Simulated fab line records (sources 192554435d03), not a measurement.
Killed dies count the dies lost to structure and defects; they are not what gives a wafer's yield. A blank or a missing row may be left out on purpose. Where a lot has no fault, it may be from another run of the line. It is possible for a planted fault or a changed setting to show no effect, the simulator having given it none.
Chamber matching ; flow n5_finfet ; 4 sister chambers for N5_FIN_SAQP_ETCH_52 on rie_diel-02
The step etches SOC in N2/H2, target depth 100 nm, overetch 20 nm, time 150 s. 8 wafers are shown with their chamber, then 7 later ones without.

WAFERS WITH THEIR CHAMBER
wafer;chamber;showerhead_plenum_p_Torr (Torr);throttle_valve_pct (%)
L077.6;3;2.66;17.68
L082.2;2;2.52;18.06
L082.6;1;2.69;17.63
L084.1;1;2.69;17.64
L084.2;2;2.52;18.07
L084.5;0;2.72;17.50
L094.1;0;2.71;17.56
L094.2;3;2.64;17.74

WAFERS WITH NO CHAMBER GIVEN
wafer;showerhead_plenum_p_Torr (Torr);throttle_valve_pct (%)
L094.4;2.68;17.66
L095.2;2.71;17.55
L095.5;2.51;18.12
L095.6;2.64;17.74
L097.2;2.64;17.76
L097.4;2.68;17.68
L097.6;2.64;17.75

THE CHAMBER EACH PASSED THROUGH
wafer;from the rows above;in truth
L094.4;1;1
L095.2;0;0
L095.5;2;2
L095.6;3;3
L097.2;3;3
L097.4;can't be placed: 1 or 3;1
L097.6;3;3
Correct placement for 6 of the 7. Cannot be placed on the basis of these rows: 1; the candidates contain the true chamber in 1. Number placed wrongly: 0.
How it was worked out, from the rows above alone: a wafer's distance from a chamber is the root of the sum, over the readings, of the square of ((its reading less the chamber's mean) divided by the reading's scatter). The wafer belongs to the nearest chamber; if the next one is less than 2 further off, it can't be placed. A chamber's mean is the mean of its shown wafers. The scatter: the root of (the sum of the squares of (reading less its chamber's mean) over the shown wafers, divided by (wafers less chambers)).
